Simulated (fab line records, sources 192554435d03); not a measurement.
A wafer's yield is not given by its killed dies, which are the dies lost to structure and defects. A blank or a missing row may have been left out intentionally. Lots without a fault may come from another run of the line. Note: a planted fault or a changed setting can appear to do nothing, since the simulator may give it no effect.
Which of the tools did it? + flow n5 finfet + 9 lots, 25 wafers sampled, at 8 steps of a route of 1938

WHAT THE GAUGES READ, wafer by wafer
N5_FIN_SAQP_CD_MEAS_37: the cd target is 8 nm.
| lot  | measured    | on        | cd nm (nm)     |
|------|-------------|-----------|----------------|
| L773 | day 2 08:20 | cd sem-03 | 8.27 8.01 7.67 |
| L776 | day 3 02:12 | cd sem-01 | 7.92 7.69 8.13 |
| L778 | day 3 15:23 | cd sem-02 | 7.77 8.06      |
| L783 | day 4 23:07 | cd sem-01 | 8.29 8.01      |
| L786 | day 5 15:39 | cd sem-02 | 8.42 7.73 8.70 |
| L790 | day 6 14:50 | cd sem-03 | 8.03 7.89 8.14 |
| L791 | day 6 21:11 | cd sem-02 | 8.29 7.58 8.08 |
| L792 | day 7 01:54 | cd sem-02 | 7.91 7.96 8.00 |
| L795 | day 7 20:01 | cd sem-02 | 8.43 7.81 7.94 |

N5_FIN_SAQP_INSPECT_40: inspects for defects (brightfield).
| lot  | measured    | on                | raw defect count |
|------|-------------|-------------------|------------------|
| L773 | day 2 08:28 | defect inspect-01 | 455 281 391      |
| L776 | day 3 02:20 | defect inspect-01 | 328 202 197      |
| L778 | day 3 15:31 | defect inspect-02 | 195 230          |
| L783 | day 4 23:14 | defect inspect-02 | 293 291          |
| L786 | day 5 15:47 | defect inspect-01 | 256 1671 240     |
| L790 | day 6 14:58 | defect inspect-02 | 304 533 256      |
| L791 | day 6 21:19 | defect inspect-02 | 261 183 246      |
| L792 | day 7 02:02 | defect inspect-01 | 248 320 284      |
| L795 | day 7 20:09 | defect inspect-02 | 335 151 273      |

N5_FIN_CUT_OVL_MEAS_09.
| lot  | measured    | on         | FIN_CUT_OVL (nm) |
|------|-------------|------------|------------------|
| L773 | day 2 08:56 | overlay-02 | -0.7 -0.2 0.4    |
| L776 | day 3 02:50 | overlay-01 | -0.2 0.0 0.3     |
| L778 | day 3 15:59 | overlay-01 | 0.7 -0.3         |
| L783 | day 4 23:35 | overlay-01 | 1.0 -0.6         |
| L786 | day 5 16:15 | overlay-02 | 0.2 0.5 -0.6     |
| L790 | day 6 15:19 | overlay-01 | -1.2 -0.7 -0.7   |
| L791 | day 6 21:38 | overlay-01 | 0.3 -1.1 -0.9    |
| L792 | day 7 02:29 | overlay-01 | -0.6 0.3 -0.4    |
| L795 | day 7 20:37 | overlay-01 | 0.3 -0.1 -0.7    |

N5_FIN_CUT_INSPECT_10: inspects for defects (brightfield).
| lot  | measured    | on                | raw defect count |
|------|-------------|-------------------|------------------|
| L773 | day 2 08:59 | defect inspect-01 | 70 66 67         |
| L776 | day 3 02:53 | defect inspect-02 | 56 42 48         |
| L778 | day 3 16:02 | defect inspect-02 | 35 42            |
| L783 | day 4 23:38 | defect inspect-01 | 38 41            |
| L786 | day 5 16:18 | defect inspect-01 | 67 1496 61       |
| L790 | day 6 15:22 | defect inspect-01 | 52 105 47        |
| L791 | day 6 21:42 | defect inspect-01 | 51 23 43         |
| L792 | day 7 02:32 | defect inspect-01 | 44 54 43         |
| L795 | day 7 20:40 | defect inspect-01 | 56 31 50         |

N5_FIN_CUT_INSPECT_17: inspects for defects (brightfield).
| lot  | measured    | on                | raw defect count |
|------|-------------|-------------------|------------------|
| L773 | day 2 09:55 | defect inspect-01 | 433 287 358      |
| L776 | day 3 04:09 | defect inspect-02 | 349 216 237      |
| L778 | day 3 17:00 | defect inspect-01 | 212 217          |
| L783 | day 5 00:42 | defect inspect-01 | 292 295          |
| L786 | day 5 17:14 | defect inspect-01 | 255 1639 244     |
| L790 | day 6 16:28 | defect inspect-01 | 296 548 273      |
| L791 | day 6 22:48 | defect inspect-02 | 263 172 236      |
| L792 | day 7 03:29 | defect inspect-02 | 256 337 295      |
| L795 | day 7 21:45 | defect inspect-01 | 342 155 262      |

N5_BEOL_M4_RC_MEAS_101.
| lot  | measured     | on        | DIBL_N (mV/V)  | DIBL_P (mV/V)  | IOFF_N (nA/um)    | IOFF_P (nA/um) | ION_N (uA/um) | ION_P (uA/um) | SS_N (mV/dec)  | SS_P (mV/dec)  | VT_N (mV)   | VT_P (mV)      |
|------|--------------|-----------|----------------|----------------|-------------------|----------------|---------------|---------------|----------------|----------------|-------------|----------------|
| L773 | day 9 11:49  | prober-02 | 36.7 36.7 33.5 | 35.8 35.5 31.3 | 0.154 0.141 0.101 | 0.20 0.19 0.15 | 674 657 650   | 462 454 450   | 72.0 71.0 71.0 | 73.0 73.0 72.1 | 251 254 255 | -253 -254 -256 |
| L776 | day 10 03:13 | prober-01 | 37.4 35.9 37.2 | 36.7 35.6 37.0 | 0.151 0.125 0.155 | 0.20 0.18 0.20 | 674 656 680   | 461 455 463   | 71.8 71.3 72.1 | 73.6 73.2 73.6 | 253 255 250 | -252 -250 -253 |
| L778 | day 10 23:28 | prober-02 | 36.8 34.7      | 37.0 35.1      | 0.170 0.134       | 0.20 0.18      | 665 667       | 449 457       | 71.2 71.4      | 73.4 73.4      | 247 253     | -253 -252      |
| L783 | day 12 11:36 | prober-01 | 36.2 37.3      | 35.1 37.2      | 0.121 0.154       | 0.17 0.21      | 644 669       | 446 456       | 71.9 72.3      | 72.7 73.1      | 260 253     | -257 -252      |
| L786 | day 12 21:17 | prober-01 | 34.8 37.0 37.5 | 36.5 39.1 39.4 | 0.157 0.203 0.224 | 0.21 0.26 0.26 | 672 695 686   | 461 470 466   | 71.3 71.8 72.0 | 72.7 73.6 73.6 | 249 245 243 | -250 -246 -248 |
| L790 | day 13 06:11 | prober-02 | 35.6 35.3 36.1 | 35.8 35.7 35.7 | 0.151 0.146 0.150 | 0.20 0.20 0.20 | 687 674 673   | 469 461 459   | 71.3 70.9 71.2 | 73.7 73.4 72.6 | 250 248 249 | -250 -251 -249 |
| L791 | day 14 05:24 | prober-02 | 35.8 33.6 34.9 | 34.9 31.3 33.4 | 0.155 0.109 0.135 | 0.19 0.14 0.17 | 680 653 674   | 462 449 463   | 71.8 71.5 71.9 | 72.8 73.0 72.8 | 249 257 250 | -252 -256 -253 |
| L792 | day 14 16:58 | prober-02 | 35.5 36.1 35.4 | 33.7 34.1 33.8 | 0.136 0.144 0.135 | 0.21 0.21 0.20 | 674 661 664   | 473 459 459   | 70.9 71.4 71.3 | 72.8 73.5 73.4 | 254 251 251 | -250 -246 -247 |
| L795 | day 15 11:20 | prober-02 | 34.3 31.8 33.2 | 34.4 30.1 32.1 | 0.129 0.087 0.113 | 0.17 0.11 0.14 | 655 632 658   | 454 435 449   | 70.4 71.7 71.2 | 72.7 71.6 72.2 | 250 259 255 | -253 -261 -258 |

TOOL THAT RAN EACH LOT (tool first, then ch and the chambers of the sampled wafers, then the start)
| lot  | N5_FIN_SAQP_SPACER2_ALD_28       | N5_FIN_SAQP_STRIP_77              |
|------|----------------------------------|-----------------------------------|
| L773 | ald sin-04 ch 0,1,2, day 2 07:06 | rie diel-05 ch 0,2, day 2 08:01   |
| L776 | ald sin-01 ch 1,2,3, day 3 01:13 | rie diel-05 ch 0,1,2, day 3 01:53 |
| L778 | ald sin-01 ch 0,1, day 3 14:34   | rie diel-02 ch 0,1, day 3 15:07   |
| L783 | ald sin-02 ch 0,1, day 4 22:08   | rie diel-05 ch 0,1, day 4 22:48   |
| L786 | ald sin-01 ch 1,2,3, day 5 14:38 | rie diel-02 ch 0,1,3, day 5 15:20 |
| L790 | ald sin-01 ch 1,2, day 6 13:52   | rie diel-05 ch 0,1,2, day 6 14:32 |
| L791 | ald sin-02 ch 2,3, day 6 20:11   | rie diel-05 ch 0,2, day 6 20:52   |
| L792 | ald sin-01 ch 0,2, day 7 00:55   | rie diel-06 ch 0,1, day 7 01:35   |
| L795 | ald sin-02 ch 0,1,2, day 7 18:52 | rie diel-05 ch 0,3, day 7 19:39   |
- N5_FIN_SAQP_SPACER2_ALD_28: deposits SiO2, target thk 8.1 nm, pulse time 1 s, purge time 2 s.
- N5_FIN_SAQP_STRIP_77: strips in N2/H2, time 90 s.

WHAT THE TOOLS THEMSELVES READ (means of the sampled wafers that have a number; where no wafer has one, the mark that the record gives instead)
N5_FIN_SAQP_SPACER2_ALD_28.
| lot  | tool       | heater power w (W) | precursor pulse height rel |
|------|------------|--------------------|----------------------------|
| L773 | ald sin-04 | 483                | 0.987                      |
| L776 | ald sin-01 | 464                | 1.011                      |
| L778 | ald sin-01 | 432                | 0.990                      |
| L783 | ald sin-02 | 482                | 0.999                      |
| L786 | ald sin-01 | 462                | 1.025                      |
| L790 | ald sin-01 | 459                | 0.986                      |
| L791 | ald sin-02 | 531                | 1.007                      |
| L792 | ald sin-01 | 459                | 1.010                      |
| L795 | ald sin-02 | 510                | 0.981                      |

N5_FIN_SAQP_STRIP_77.
| lot  | tool        | drypump motor current A (A) | h2 flow sccm (sccm) | oes product au (a.u.) | rf vpp V (V) | showerhead plenum p Torr (Torr) | throttle valve pct (%) |
|------|-------------|-----------------------------|---------------------|-----------------------|--------------|---------------------------------|------------------------|
| L773 | rie diel-05 | 6.0                         | 299.4               | 0.75                  | 44.7         | 3.38                            | 12.25                  |
| L776 | rie diel-05 | 5.7                         | 300.0               | 0.75                  | 45.0         | 3.38                            | 12.28                  |
| L778 | rie diel-02 | 5.1                         | 299.9               | 0.71                  | 46.2         | 3.41                            | 12.35                  |
| L783 | rie diel-05 | 5.8                         | 298.6               | 0.76                  | 44.4         | 3.38                            | 12.35                  |
| L786 | rie diel-02 | 5.5                         | 299.0               | 0.70                  | 45.6         | 3.32                            | 12.40                  |
| L790 | rie diel-05 | 5.7                         | 300.2               | 0.73                  | 44.8         | 3.36                            | 12.35                  |
| L791 | rie diel-05 | 5.8                         | 299.1               | 0.71                  | 45.6         | 3.35                            | 12.32                  |
| L792 | rie diel-06 | 5.8                         | 300.4               | 0.91                  | 46.0         | 3.44                            | 12.02                  |
| L795 | rie diel-05 | 5.9                         | 298.3               | 0.78                  | 45.3         | 3.39                            | 12.26                  |

THE ANSWER, worked out from the rows above alone
Rule: the lots themselves supply what counts as usual. The widest of any qualifying gaps counts: lots, ordered by their means at a reading, are off when they make up no more than a third of the lots, leave a main group of 4 or more, and stand apart from it by 3 or more times the standard deviation of that group's means. A main group whose means are all the same, to the digits that the tables above print for the reading, isn't used. Also off: a lot with no number at a reading for which 4 or more lots have one. The other lots that the step has rows for count as sound. Order of review: gauges by route order, followed by the tools' own readings, for which a lot's mean as printed above is used. The first step at which some lot is off is used, and at that step the reading that is off furthest; a lot without a number counts as furthest.
Off: L786, at N5_FIN_SAQP_INSPECT_40 (raw defect count). Main group: mean 282, sd 57.
A tool fits if, at a process step before that reading, it ran every lot that is off, and no sound lot after the first of them. The gauges at N5_FIN_SAQP_INSPECT_40 aren't tried: what is off there is off at N5_BEOL_M4_RC_MEAS_101 too, on other tools, and a gauge's error can't cause that. One fits: rie diel-02 at N5_FIN_SAQP_STRIP_77. A fault onset in the window from L778 (day 3 15:07, its last sound lot) to L786 (day 5 15:20, its first lot off) fits.

WHAT THE SIMULATOR HAD PUT IN
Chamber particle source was rie diel-02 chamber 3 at N5_FIN_SAQP_STRIP_77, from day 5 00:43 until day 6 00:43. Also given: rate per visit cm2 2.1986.
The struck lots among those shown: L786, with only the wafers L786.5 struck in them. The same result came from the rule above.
